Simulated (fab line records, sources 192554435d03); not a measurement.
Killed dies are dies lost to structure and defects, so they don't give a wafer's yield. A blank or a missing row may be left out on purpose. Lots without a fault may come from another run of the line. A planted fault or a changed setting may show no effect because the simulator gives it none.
fab line records | flow n5_finfet
record lots=7 wafers=21
route steps=1938 shown BEOL_M2@882 BEOL_M3@935 BEOL_M4@1070 BEOL_M6@1212 BEOL_M7@1273
start_h: hours from the record's first day to the start of the lot's first wafer shown | wait_h: hours since the lot's step before | " the same as in the row above | L1.1+2: a row that stands for several wafers | - no value, or no start given | * or withheld: withheld | < > ~ a bound
route shown NAME@n: a module of which the file shows steps, and the number in the route of the first | usual: mean/standard deviation of fault-free wafers | same: alike in all rows | chamber/n: place in a boat | sites: the reading at each site | _std_site: their standard deviation | _edge_site: outer sites' mean less inner sites' | radius_mm: how far each site lies from the wafer's centre | mask NAME#n: copy n | behind: the tool/chamber that last shaped the wafer | hold: why the lot was held/for how many hours/how that ended | device: the transistor (n, p or np) that didn't switch | end of line: the same wafers' tests at the end of the route | a step without rows: its recipe alone | killed: dies lost to structure and defects at the first sort, not the wafer's yield | map: a wafer's dies, x killed, . not, _ none there
set.NAME: the setting as run; set.NAME@STEP: as run at that earlier step | model.NAME: the simulator's own value behind a step, which no gauge read
lots whose settings were changed on purpose; a table a step, a row a wafer
## steps
# step N5_BEOL_M2_ALD_98
# recipe material=SiO2 target_thk_a=25 temp_c=100 ald_precursor_family=BDEAS ald_co_reactant=O2-plasma pulse_time_s=1 co_reactant_pulse_time_s=1 purge_time_s=2 co_reactant_purge_time_s=2 ald_cycles=17 pressure_torr=2
# columns lot.wafer tool chamber start_h wait_h set.ald_cycles model.SiO2_of_BEOL_M2_ALD_98.thk_nm
L079.2+5 ald_sin-02 1,3 163.46 0.1 17 2.4
L079.4 " 3 " " 17 2.6
L082.1+2+6 ald_sin-02 3,2,2 181.71 0.3 17 2.6
L084.2+4 ald_sin-03 1 196.60 0.1 17 2.4
L084.6 " 1 " " 17 2.6
L086.3+5 ald_sin-03 0,1 200.11 0.1 15 2.2
L086.6 " 3 " " 17 2.6
L087.1+2 ald_sin-02 3,0 214.43 0.1 17 2.4
L087.5 " 3 " " 19 2.8
L088.1+5 ald_sin-03 3,1 215.93 0.4 16 2.4
L088.3 " 0 " " 17 2.6
L091.2+5 ald_sin-02 2,0 243.78 0.3 17 2.4
L091.6 " 3 " " 19 2.8
# step N5_BEOL_M3_COAT_61
# recipe resist=SOC temp_c=250 time_s=60 spin_rpm=1500 resist_thk_nm=60
# columns lot.wafer tool chamber start_h wait_h set.spin_rpm model.SOC_of_BEOL_M3_COAT_61.thk_nm
L079.2 litho_track-05 0 171.76 0.1 1412 61.8
L079.4 " 0 " " 1500 60.4
L079.5 " 0 " " 1412 62
L082.1+2+6 litho_track-05 0 189.24 0.1 1500 60.2
L084.2+6 litho_track-05 0 204.78 0.1 1500 60.2
L084.4 " 0 " " 1500 60
L086.3 litho_track-05 0 207.39 0.1 1370 62.8
L086.5 " 0 " " 1500 60
L086.6 " 0 " " 1370 62.6
L087.1 litho_track-03 0 222.80 0.1 1379 62.6
L087.2+5 " 0 " " 1500 60.2
L088.1 litho_track-05 0 224.02 0.1 1500 60
L088.3 " 0 " " 1376 62.4
L088.5 " 0 " " 1500 59.8
L091.2 litho_track-03 0 249.61 0.8 1500 60.2
L091.5+6 " 0 " " 1500 59.8
# step N5_BEOL_M3_COAT_62
# recipe resist=SiARC temp_c=220 time_s=60 spin_rpm=1500 resist_thk_nm=12
# step N5_BEOL_M3_COAT_73
# recipe resist=underlayer temp_c=205 time_s=60 spin_rpm=1500 resist_thk_nm=5
# step N5_BEOL_M3_ETCH_74
# recipe chemistry=N2/H2 target=underlayer target_depth_a=65 mask_material=CAR-EUV time_s=5.2 ion_energy_ev=200 pressure_mtorr=30 source_w=840 bias_w=150 n2_flow_sccm=200 h2_flow_sccm=200 ends=cleared
# step N5_BEOL_M3_ETCH_63
# recipe chemistry=CF4 target=SiARC target_depth_a=156 mask_material=CAR-EUV time_s=26 ion_energy_ev=80 pressure_mtorr=40 source_w=545 bias_w=36 Ar_flow_sccm=100 cf4_flow_sccm=100 ends=cleared
# step N5_BEOL_M3_ETCH_64
# recipe chemistry=N2/H2 target=SOC target_depth_a=750 overetch_a=150 mask_material=SiARC temp_c=40 time_s=112.5 ion_energy_ev=200 pressure_mtorr=30 source_w=840 bias_w=150 n2_flow_sccm=200 h2_flow_sccm=200
# columns lot.wafer tool chamber start_h wait_h set.spin_rpm@BEOL_M3_COAT_61 model.etch.depth_nm
L079.2 rie_diel-05 0 172.35 0.0 1412 61.77
L079.4 " 1 " " 1500 60.32
L079.5 " 2 " " 1412 61.92
L082.1 rie_diel-05 3 189.83 0.0 1500 60.17
L082.2 " 1 " " 1500 60.14
L082.6 " 3 " " 1500 60.15
L084.2 rie_diel-06 2 205.30 0.0 1500 60.12
L084.4 " 3 " " 1500 60.02
L084.6 " 1 " " 1500 60.15
L086.3 rie_diel-06 1 207.91 0.0 1370 62.76
L086.5 " 3 " " 1500 59.97
L086.6 " 0 " " 1370 62.69
L087.1 rie_diel-06 2 224.12 0.0 1379 62.55
L087.2 " 3 " " 1500 60.22
L087.5 " 1 " " 1500 60.16
L088.1 rie_diel-03 1 224.68 0.0 1500 59.98
L088.3 " 3 " " 1376 62.48
L088.5 " 0 " " 1500 59.9
L091.2 rie_diel-05 1 251.76 0.0 1500 60.1
L091.5 " 3 " " 1500 59.9
L091.6 " 2 " " 1500 59.86
# step N5_BEOL_M3_STRIP_65
# recipe chemistry=N2/H2 temp_c=40 n2_flow_sccm=200 h2_flow_sccm=200 rf_frequency_hz=6e+07
# step N5_BEOL_M3_STRIP_75
# recipe chemistry=N2/H2 temp_c=40 n2_flow_sccm=200 h2_flow_sccm=200 rf_frequency_hz=6e+07
# step N5_BEOL_M3_STRIP_66
# recipe chemistry=CF4 resist=SiARC power_w=300 bias_power_w=75 pressure_mtorr=50 cf4_flow_sccm=150 rf_frequency_hz=6e+07
# step N5_BEOL_M3_HM_OPEN_17
# recipe chemistry=Cl2/BCl3 target_depth_a=200 overetch_a=60 target=TiN mask_material=SOC ion_energy_ev=150 pressure_mtorr=10 icp_w=1000 bias_w=126 Cl2_flow_sccm=53.25 bcl3_flow_sccm=21.75 Ar_flow_sccm=25
# columns lot.wafer tool chamber start_h wait_h set.spin_rpm@BEOL_M3_COAT_61 model.SOC_of_BEOL_M3_COAT_61.thk_nm
L079.2 rie_metal-03 1 172.52 0.0 1412 53.6
L079.4 " 0 " " 1500 52.4
L079.5 " 1 " " 1412 53.8
L082.1+6 rie_metal-01 0 190.00 0.0 1500 52.4
L082.2 " 1 " " 1500 52.6
L084.2 rie_metal-03 0 205.47 0.0 1500 52.2
L084.4 " 1 " " 1500 51.8
L084.6 " 1 " " 1500 52
L086.3 rie_metal-02 0 208.12 0.1 1370 55
L086.5 " 0 " " 1500 52.2
L086.6 " 1 " " 1370 54.6
L087.1 rie_metal-02 1 224.29 0.0 1379 54.4
L087.2+5 " 0 " " 1500 52.4
L088.1 rie_metal-02 0 224.85 0.0 1500 52.2
L088.3 " 0 " " 1376 54.6
L088.5 " 1 " " 1500 51.8
L091.2+5 rie_metal-02 1 251.93 0.0 1500 51.8
L091.6 " 0 " " 1500 52
# step N5_BEOL_M3_EXPOSE_25
# recipe mask_id=V2 na=0.33 source_shape=quasar sigma_inner=0.2 sigma_outer=0.8 polarization=unpolarized defocus_nm=5 dose_mj=63
# columns lot.wafer tool chamber start_h wait_h mask set.dose_mj
L079.2+4 euv_scanner-02 0 173.01 - V2#0 66.25
L079.5 " 0 " " V2#0 63
L082.1+2+6 euv_scanner-01 0 190.36 - V2#0 63
L084.2+4 euv_scanner-02 0 205.83 - V2#0 63
L084.6 " 0 " " V2#0 64.56
L086.3 euv_scanner-02 0 208.48 - V2#0 59.15
L086.5+6 " 0 " " V2#0 63
L087.1+5 euv_scanner-02 0 224.76 - V2#0 63
L087.2 " 0 " " V2#0 65.57
L088.1+3+5 euv_scanner-02 0 225.20 - V2#0 63
L091.2+5 euv_scanner-01 0 252.35 - V2#0 63
L091.6 " 0 " " V2#0 65.41
# step N5_BEOL_M3_PEB_26
# recipe peb_temp_c=100 peb_time_s=60 resist=CAR-EUV
# step N5_BEOL_M3_DEVELOP_27
# recipe develop_time_s=30 developer=TMAH resist=CAR-EUV rinse_liquid=surfactant_rinse dry=air_spin dev_temp_c=23
# step N5_BEOL_M3_CD_MEAS_28
# recipe target_cd_nm=25.7 landing_energy_ev=500 detector=se_inlens target_cd_y_nm=23.3 polarity=opening
# usual cd_nm=25.66/0.24
# columns lot.wafer tool chamber start_h wait_h set.dose_mj@BEOL_M3_EXPOSE_25 cd_nm
L079.2 cd_sem-03 0 173.15 - 66.25 26.42
L079.4 " 0 " " 66.25 26.24
L079.5 " 0 " " 63 24.92
L082.1 cd_sem-03 0 190.50 - 63 25.67
L082.2 " 0 " " 63 26.20
L082.6 " 0 " " 63 26.03
L084.2 cd_sem-02 0 205.97 - 63 25.50
L084.4 " 0 " " 63 25.65
L084.6 " 0 " " 64.56 26.15
L086.3 cd_sem-03 0 208.61 - 59.15 24.38
L086.5 " 0 " " 63 25.24
L086.6 " 0 " " 63 25.81
L087.1 cd_sem-03 0 224.91 - 63 25.75
L087.2 " 0 " " 65.57 26.55
L087.5 " 0 " " 63 25.65
L088.1 cd_sem-01 0 225.35 - 63 26.08
L088.3 " 0 " " 63 25.71
L088.5 " 0 " " 63 25.98
L091.2 cd_sem-02 0 252.49 - 63 25.97
L091.5 " 0 " " 63 25.72
L091.6 " 0 " " 65.41 26.31
# step N5_BEOL_M3_DESCUM_33
# recipe chemistry=O2 time_s=7 source_power_w=50 bias_power_w=20 pressure_mtorr=20 rf_frequency_hz=2.712e+07 temp_c=40 resist=CAR-EUV o2_flow_sccm=225
# columns lot.wafer tool chamber start_h wait_h set.time_s model.CAR-EUV_of_BEOL_M3_COAT_22.thk_nm
L079.2 rie_diel-03 0 173.27 0.0 7.402 26
L079.4+5 " 1,3 " " 7 26.2
L082.1+2+6 rie_diel-06 3,2,0 190.62 0.0 7 26
L084.2+4+6 rie_diel-03 2,1,2 206.09 0.0 7 26
L086.3 rie_diel-03 1 208.73 0.0 7 26
L086.5 " 1 " " 5.938 26.6
L086.6 " 0 " " 7 26.2
L087.1 rie_diel-03 1 225.28 0.0 7 26.2
L087.2 " 3 " " 7 26
L087.5 " 0 " " 5.647 26.8
L088.1 rie_diel-03 3 225.50 0.1 5.434 27
L088.3 " 0 " " 7 26.2
L088.5 " 1 " " 7 26
L091.2+5 rie_diel-06 0,3 253.03 0.5 7 26
L091.6 " 0 " " 7 26.2
# step N5_BEOL_M4_TRENCH_ETCH_37
# recipe chemistry=C4F6/O2 target_depth_a=555.55 target=SiOC time_s=29.2 ion_energy_ev=250 pressure_mtorr=30 source_w=355 bias_w=185 Ar_flow_sccm=300 C4F6_flow_sccm=10 O2_flow_sccm=10
# usual rf_vpp_V=663/11
# columns lot.wafer tool chamber start_h wait_h set.source_w rf_vpp_V
L079.2 rie_diel-02 1 - - 407.9 612
L079.4 " 2 " " 355 652
L079.5 " 2 " " 407.9 605
L082.1 rie_diel-02 2 - - 355 650
L082.2 " 0 " " 355 659
L082.6 " 0 " " 355 659
L084.2 rie_diel-01 3 - - 316 720
L084.4 " 0 " " 355 659
L084.6 " 3 " " 316 721
L086.3 rie_diel-04 3 - - 355 668
L086.5 " 1 " " 355 655
L086.6 " 0 " " 300 715
L087.1 rie_diel-04 1 - - 355 655
L087.2 " 0 " " 311.8 699
L087.5 " 2 " " 355 661
L088.1 rie_diel-01 1 - - 355 669
L088.3 " 0 " " 378.8 638
L088.5 " 3 " " 355 677
L091.2 rie_diel-04 3 - - 355 669
L091.5 " 1 " " 355 655
L091.6 " 0 " " 355 653
# step N5_BEOL_M6_ETCH_62
# recipe chemistry=N2/H2 target=SOC target_depth_a=1100 overetch_a=220 mask_material=SiARC temp_c=40 time_s=165 ion_energy_ev=200 pressure_mtorr=30 source_w=840 bias_w=150 n2_flow_sccm=200 h2_flow_sccm=200
# columns lot.wafer tool chamber start_h wait_h set.time_s model.SiARC_of_BEOL_M6_COAT_60.thk_nm
L079.2 rie_diel-01 3 208.26 0.0 165 28
L079.4 " 2 " " 165 28.2
L079.5 " 1 " " 165 28.4
L082.1+2 rie_diel-02 0,1 223.66 0.0 165 28.4
L082.6 " 0 " " 165 28.2
L084.2 rie_diel-02 1 239.11 0.0 180.8 27.8
L084.4 " 3 " " 165 28.4
L084.6 " 1 " " 180.8 27.6
L086.3+6 rie_diel-04 0,2 243.04 0.0 165 28.2
L086.5 " 1 " " 165 28.4
L087.1 rie_diel-04 2 260.26 0.0 165 28.2
L087.2 " 3 " " 198.8 26.8
L087.5 " 3 " " 198.8 27
L088.1+3+5 rie_diel-04 1,0,2 262.51 0.0 176.3 28
L091.2 rie_diel-01 0 285.99 0.0 144.1 29.4
L091.5 " 0 " " 144.1 29.6
L091.6 " 2 " " 165 28
# step N5_BEOL_M6_STRIP_68
# recipe chemistry=N2/H2 temp_c=40 n2_flow_sccm=200 h2_flow_sccm=200 rf_frequency_hz=6e+07
# step N5_BEOL_M6_STRIP_67
# recipe chemistry=CF4 resist=SiARC power_w=300 bias_power_w=75 pressure_mtorr=50 cf4_flow_sccm=150 rf_frequency_hz=6e+07
# step N5_BEOL_M6_HM_OPEN_17
# recipe chemistry=Cl2/BCl3 target_depth_a=200 overetch_a=60 target=TiN mask_material=SOC ion_energy_ev=150 pressure_mtorr=10 icp_w=1000 bias_w=126 Cl2_flow_sccm=53.25 bcl3_flow_sccm=21.75 Ar_flow_sccm=25
# columns lot.wafer tool chamber start_h wait_h set.time_s@BEOL_M6_ETCH_62 model.etch.depth_nm
L079.2 rie_metal-03 1 208.44 0.0 165 19.83
L079.4 " 0 " " 165 19.87
L079.5 " 1 " " 165 19.8
L082.1 rie_metal-03 1 223.85 0.0 165 20.15
L082.2 " 0 " " 165 20.11
L082.6 " 1 " " 165 19.93
L084.2 rie_metal-02 1 239.29 0.0 180.8 18.46
L084.4 " 0 " " 165 19.74
L084.6 " 1 " " 180.8 18.25
L086.3 rie_metal-02 1 243.26 0.1 165 19.98
L086.5 " 0 " " 165 19.97
L086.6 " 1 " " 165 20.21
L087.1 rie_metal-03 1 260.45 0.0 165 20.09
L087.2 " 0 " " 198.8 16.87
L087.5 " 1 " " 198.8 16.88
L088.1 rie_metal-01 0 262.69 0.0 176.3 18.96
L088.3 " 0 " " 176.3 19.01
L088.5 " 1 " " 176.3 18.88
L091.2 rie_metal-02 0 286.17 0.0 144.1 19.97
L091.5 " 0 " " 144.1 19.93
L091.6 " 1 " " 165 19.96
# step N5_BEOL_M7_EXPOSE_08
# recipe mask_id=M7 na=1.35 source_shape=dipole sigma_inner=0.817 sigma_outer=0.97 polarization=te dose_mj=68.25
# columns lot.wafer tool chamber start_h wait_h mask set.dose_mj
L079.2 arfi_scanner-03 0 218.10 - M7#0 68.25
L079.4+5 " 0 " " M7#0 73.34
L082.1+2+6 arfi_scanner-02 0 229.97 - M7#0 68.25
L084.2 arfi_scanner-02 0 248.04 - M7#0 70.79
L084.4+6 " 0 " " M7#0 68.25
L086.3+5+6 arfi_scanner-03 0 250.59 - M7#0 68.25
L087.1+2 arfi_scanner-03 0 265.70 - M7#0 71.8
L087.5 " 0 " " M7#0 68.25
L088.1 arfi_scanner-03 0 268.63 - M7#0 68.25
L088.3+5 " 0 " " M7#0 63.36
L091.2+5+6 arfi_scanner-02 0 295.55 - M7#0 68.25
# step N5_BEOL_M7_PEB_09
# recipe peb_temp_c=withheld peb_time_s=60 resist=CAR-ArF
# step N5_BEOL_M7_DEVELOP_10
# recipe develop_time_s=30 developer=TMAH resist=CAR-ArF rinse_liquid=diw dry=air_spin dev_temp_c=23
# step N5_BEOL_M7_CD_MEAS_11
# recipe target_cd_nm=38.5 landing_energy_ev=500 detector=se_inlens polarity=opening
# usual cd_nm=38.3/0.55
# columns lot.wafer tool chamber start_h wait_h set.dose_mj@BEOL_M7_EXPOSE_08 cd_nm
L079.2 cd_sem-02 0 218.23 - 68.25 38.6
L079.4 " 0 " " 73.34 42.0
L079.5 " 0 " " 73.34 42.1
L082.1 cd_sem-02 0 230.10 - 68.25 37.5
L082.2 " 0 " " 68.25 37.5
L082.6 " 0 " " 68.25 37.8
L084.2 cd_sem-03 0 248.17 - 70.79 40.4
L084.4 " 0 " " 68.25 38.5
L084.6 " 0 " " 68.25 38.7
L086.3 cd_sem-01 0 250.71 - 68.25 38.1
L086.5 " 0 " " 68.25 37.7
L086.6 " 0 " " 68.25 38.2
L087.1 cd_sem-02 0 265.83 - 71.8 40.4
L087.2 " 0 " " 71.8 40.5
L087.5 " 0 " " 68.25 37.9
L088.1 cd_sem-02 0 268.76 - 68.25 38.1
L088.3 " 0 " " 63.36 35.0
L088.5 " 0 " " 63.36 35.1
L091.2 cd_sem-03 0 295.67 - 68.25 38.6
L091.5 " 0 " " 68.25 38.3
L091.6 " 0 " " 68.25 38.4
# step N5_BEOL_M7_DESCUM_16
# recipe chemistry=O2 time_s=7.9 source_power_w=50 bias_power_w=20 pressure_mtorr=20 rf_frequency_hz=2.712e+07 temp_c=40 resist=CAR-ArF o2_flow_sccm=225
# step N5_BEOL_M7_ETCH_61
# recipe chemistry=CF4 target=SiARC target_depth_a=455 mask_material=CAR-ArF time_s=75.8 ion_energy_ev=80 pressure_mtorr=40 source_w=545 bias_w=36 Ar_flow_sccm=100 cf4_flow_sccm=100 ends=cleared
# columns lot.wafer tool chamber start_h wait_h set.dose_mj@BEOL_M7_EXPOSE_08 model.BEOL_M7.cd_offset_nm
L079.2 rie_diel-06 0 218.35 0.0 68.25 -0.2
L079.4 " 1 " " 73.34 3.6
L079.5 " 1 " " 73.34 3.4
L082.1+2 rie_diel-03 3,0 230.22 0.0 68.25 -1.2
L082.6 " 0 " " 68.25 -0.8
L084.2 rie_diel-03 0 248.29 0.0 70.79 2
L084.4 " 3 " " 68.25 0
L084.6 " 0 " " 68.25 0.4
L086.3+6 rie_diel-06 1,3 251.93 0.0 68.25 0
L086.5 " 0 " " 68.25 -1
L087.1+2 rie_diel-05 0,1 266.46 0.0 71.8 1.8
L087.5 " 3 " " 68.25 -0.4
L088.1 rie_diel-05 0 268.88 0.0 68.25 -0.2
L088.3 " 2 " " 63.36 -3.2
L088.5 " 1 " " 63.36 -3.6
L091.2+6 rie_diel-05 0,3 296.03 0.0 68.25 0.2
L091.5 " 2 " " 68.25 0
## key
split step=N5_BEOL_M2_ALD_98 setting=ald_cycles stated=17 by=wafer
response step=N5_BEOL_M2_ALD_98 reading=model.SiO2_of_BEOL_M2_ALD_98.thk_nm change=+0.034 per=1% r=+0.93
split step=N5_BEOL_M3_COAT_61 setting=spin_rpm stated=1500 by=wafer
response step=N5_BEOL_M3_COAT_61 reading=model.SOC_of_BEOL_M3_COAT_61.thk_nm change=-0.297 per=1% r=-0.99
response step=N5_BEOL_M3_ETCH_64 reading=model.etch.depth_nm change=-0.3 per=1% r=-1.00
response step=N5_BEOL_M3_HM_OPEN_17 reading=model.SOC_of_BEOL_M3_COAT_61.thk_nm change=-0.279 per=1% r=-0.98
split step=N5_BEOL_M3_EXPOSE_25 setting=dose_mj stated=63 by=wafer
response step=N5_BEOL_M3_CD_MEAS_28 reading=cd_nm change=+0.207 per=1% r=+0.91
split step=N5_BEOL_M3_DESCUM_33 setting=time_s stated=7 by=wafer
response step=N5_BEOL_M3_DESCUM_33 reading=model.CAR-EUV_of_BEOL_M3_COAT_22.thk_nm change=-0.0373 per=1% r=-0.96
split step=N5_BEOL_M4_TRENCH_ETCH_37 setting=source_w stated=355 by=wafer
response step=N5_BEOL_M4_TRENCH_ETCH_37 reading=rf_vpp_V change=-3.73 per=1% r=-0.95
split step=N5_BEOL_M6_ETCH_62 setting=time_s stated=165 by=wafer
response step=N5_BEOL_M6_ETCH_62 reading=model.SiARC_of_BEOL_M6_COAT_60.thk_nm change=-0.0779 per=1% r=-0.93
response step=N5_BEOL_M6_HM_OPEN_17 reading=model.etch.depth_nm change=-0.118 per=1% r=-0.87
split step=N5_BEOL_M7_EXPOSE_08 setting=dose_mj stated=68.25 by=wafer
response step=N5_BEOL_M7_CD_MEAS_11 reading=cd_nm change=+0.46 per=1% r=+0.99
response step=N5_BEOL_M7_ETCH_61 reading=model.BEOL_M7.cd_offset_nm change=+0.464 per=1% r=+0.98
